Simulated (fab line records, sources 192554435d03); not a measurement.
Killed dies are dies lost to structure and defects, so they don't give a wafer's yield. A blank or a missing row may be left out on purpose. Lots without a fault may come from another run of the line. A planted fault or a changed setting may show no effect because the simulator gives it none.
A struck lot beside a sound one | flow n5_finfet | 37 steps out of a route of 1938
Sound: wafers L127.1, L127.2, L127.6. Struck: wafers L141.2, L141.5. (L141.1 of the same lot was not struck and is left out.) The cause comes at the end.
At each step with rows: each side's tool, then ch and its chambers, then its first start. Under that, the readings that differ: sound wafers | struck wafers | difference of the means | sigmas: that difference in standard deviations of wafers without a fault.
alike: readings whose means differ by less than 2 such deviations, and words and numbers that are the same on both sides. not compared: withheld readings, readings that some wafer has no value for, bounds like >300 that may hide the same value, and numbers for which the record gives no deviation and whose values overlap.
The two part at a step that has a row with sigmas, a row that says differs or no value, or rows on one side only. Numbers that don't overlap but have no deviation are shown without sigmas and don't part them. A reading that every wafer of one side lacks parts them only if that side has two wafers or more.

first, 9 steps without rows for these wafers: N5_BEOL_M9_COAT_64 (time 60 s, resist thk 12 nm); N5_BEOL_M9_COAT_75 (time 60 s, resist thk 5 nm); N5_BEOL_M9_COAT_22 (resist thk 30 nm); N5_BEOL_M9_EBR_24; N5_BEOL_M9_SOFTBAKE_23 (time 60 s); N5_BEOL_M9_EXPOSE_25 (exposes mask V8); N5_BEOL_M9_PEB_26 (peb time 60 s); N5_BEOL_M9_DEVELOP_27 (develop time 30 s); N5_BEOL_M9_DESCUM_33 (chemistry O2, time 7 s).
N5_BEOL_M9_ETCH_76: etches underlayer in N2/H2, target depth 6.5 nm, time 5.2 s.
  sound on rie_diel-06 ch 1,2,3, day 11 21:42; struck on rie_diel-06 ch 3, day 14 23:48
  reading      | sound             | struck      | difference | sigmas
  rf_vpp_V (V) | 531.7 526.2 523.0 | 517.6 523.6 | -6.4       | -2
  alike: chamber_pressure_mTorr, drypump_motor_current_A, etch_rf_on_time_s, n2_flow_sccm, oes_product_au, rf_fwd_power_W, showerhead_plenum_p_Torr, throttle_valve_pct
  not compared: rf_hours_counter_h
then, 26 steps without rows for these wafers: N5_BEOL_M9_ETCH_65 (etches SiARC in CF4, target depth 15.6 nm, time 26 s); N5_BEOL_M9_ETCH_66 (etches SOC in N2/H2, target depth 80 nm, overetch 16 nm, time 120 s); N5_BEOL_M9_STRIP_69 (strips in N2/H2); N5_BEOL_M9_STRIP_77 (strips in N2/H2); N5_BEOL_M9_VIA_ETCH_34 (etches SiCOH lowk in C4F6/O2, target depth 182.4 nm, time 68.4 s); N5_BEOL_M9_STRIP_73 (strips in C4F6/O2); N5_BEOL_M9_STRIP_36 (strips in N2/H2); N5_BEOL_M9_TRENCH_ETCH_37 (etches SiCOH lowk in C4F6/O2, target depth 151.43 nm, time 49 s); N5_BEOL_M9_ETCH_41 (etches SiCN in CH3F/O2, target depth 36.6 nm, time 70.1 s); N5_BEOL_M9_STRIP_80 (strips in N2/H2, time 10 s); N5_BEOL_M9_HM_STRIP_39 (strips TiN in peroxide tin strip, target depth 25 nm, time 158 s); N5_BEOL_M9_SRD_40 (time 30 s); N5_BEOL_M9_PRECLEAN_42 (cleans in residue remover, time 60 s); N5_BEOL_M9_SRD_43 (time 30 s); N5_BEOL_M9_CURE_72 (cures SiCOH lowk, time 120 s); N5_BEOL_M9_DEGAS_44 (time 60 s); N5_BEOL_M9_PRE_CLEAN_45 (time 30 s); N5_BEOL_M9_ALD_74 (deposits TaN, target thk 2 nm, pulse time 2 s, purge time 3 s); N5_BEOL_M9_SURFACE_TREAT_79; N5_BEOL_M9_CVD_78 (deposits Co from CCTBA/H2, target thk 2 nm, time 138.9 s); N5_BEOL_M9_SPUTTER_48 (material Cu, target thk 12 nm, time 2 s); N5_BEOL_M9_ECD_50 (material Cu, target thk 318 nm); N5_BEOL_M9_ANNEAL_51 (time 90 s); N5_BEOL_M9_CMP_52 (polishes, stops on SiCOH lowk, t overpolish 7 s, target thk 140 nm); N5_BEOL_M9_PRE_CLEAN_55 (time 15 s); N5_BEOL_M9_DEP_56 (deposits SiCN from 3MS/NH3, target thk 15 nm, time 26.5 s).
-- the record jumps here: 3 days lie between the struck wafers' starts before and after (it left off in module BEOL_M9 and takes up again in module PASSIVATION, whose first step shown is number 1936 of the route) --
N5_PASSIVATION_PROBE_49:
  the record has rows for the struck wafers here (prober-02, day 17 15:01) and none for the sound ones

WHERE THEY PART
First at N5_BEOL_M9_ETCH_76; last, within this record, at N5_PASSIVATION_PROBE_49.

WHY: what the simulator had put in
Chamber particle source: rie_diel-06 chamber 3, from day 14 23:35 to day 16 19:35, at N5_BEOL_M9_ETCH_76. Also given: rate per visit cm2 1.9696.
